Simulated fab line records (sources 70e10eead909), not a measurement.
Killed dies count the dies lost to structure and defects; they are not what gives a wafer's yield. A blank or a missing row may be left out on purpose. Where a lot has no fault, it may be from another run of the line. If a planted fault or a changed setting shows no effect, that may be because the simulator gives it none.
Matching of chambers -- flow nand harc -- NHARC_P_GATE_DESCUM_48 on rie diel-06: 4 sister chambers
The step chemistry O2, time 3 s. 20 wafers are shown with their chamber, then 10 later ones without.

== EACH WAFER AND ITS CHAMBER ==
wafer,chamber,drypump motor current A (A),rf vpp V (V),throttle valve pct (%)
L074.3,2,6.1,57.1,11.313
L074.4,1,5.4,58.4,11.306
L074.6,1,5.4,58.8,11.298
L076.4,1,5.4,58.1,11.318
L076.5,0,6.1,59.5,11.319
L076.6,1,5.4,58.1,11.312
L078.2,1,5.4,57.9,11.313
L078.4,0,6.2,58.6,11.307
L078.6,1,5.4,58.3,11.301
L085.1,3,5.8,57.5,11.317
L085.3,2,6.1,58.2,11.310
L085.5,2,6.1,57.9,11.305
L086.3,2,6.1,57.6,11.318
L086.4,0,6.1,58.0,11.314
L086.6,1,5.4,57.7,11.295
L089.2,1,5.4,57.6,11.317
L089.3,0,6.1,56.6,11.287
L089.5,2,6.1,58.1,11.298
L088.2,0,6.1,58.7,11.310
L088.5,2,6.1,57.9,11.296

SIGNATURES, as means of the wafers listed above
reading,chamber 0,chamber 1,chamber 2,chamber 3,scatter within a chamber
drypump motor current A,6.120,5.400,6.100,5.800,0.0224
rf vpp V,58.280,58.112,57.800,57.500,0.639
throttle valve pct,11.30740,11.30750,11.30667,11.31700,0.00973
Rule: distance of a wafer from a chamber = root of the sum over the readings of ((wafer's reading minus chamber's mean) / reading's scatter) squared. The wafer belongs to the nearest chamber; if the next one is less than 2 further off, it can't be placed. The scatter: the root of (the sum of the squares of (reading less its chamber's mean) over the shown wafers, divided by (wafers less chambers)).

== WAFERS WITH NO CHAMBER GIVEN ==
wafer,drypump motor current A (A),rf vpp V (V),throttle valve pct (%)
L088.6,5.4,56.9,11.311
L092.4,6.1,57.8,11.305
L092.5,6.1,57.7,11.337
L092.6,5.4,55.9,11.311
L094.1,6.1,59.0,11.299
L094.3,6.2,57.4,11.325
L094.4,5.7,57.7,11.294
L095.1,6.1,57.1,11.302
L095.2,6.2,57.1,11.310
L095.6,5.8,58.6,11.321

== WHICH CHAMBER EACH WENT THROUGH ==
wafer,from the rows above,in truth
L088.6,1,1
L092.4,can't be placed: 2 or 0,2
L092.5,can't be placed: 2 or 0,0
L092.6,1,1
L094.1,can't be placed: 0 or 2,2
L094.3,can't be placed: 0 or 2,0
L094.4,3,3
L095.1,can't be placed: 2 or 0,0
L095.2,can't be placed: 0 or 2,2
L095.6,3,3
Correctly placed: 4 of 10. Can't be placed from these rows: 6 (the true chamber is among the candidates in 6). 0 placed wrongly.
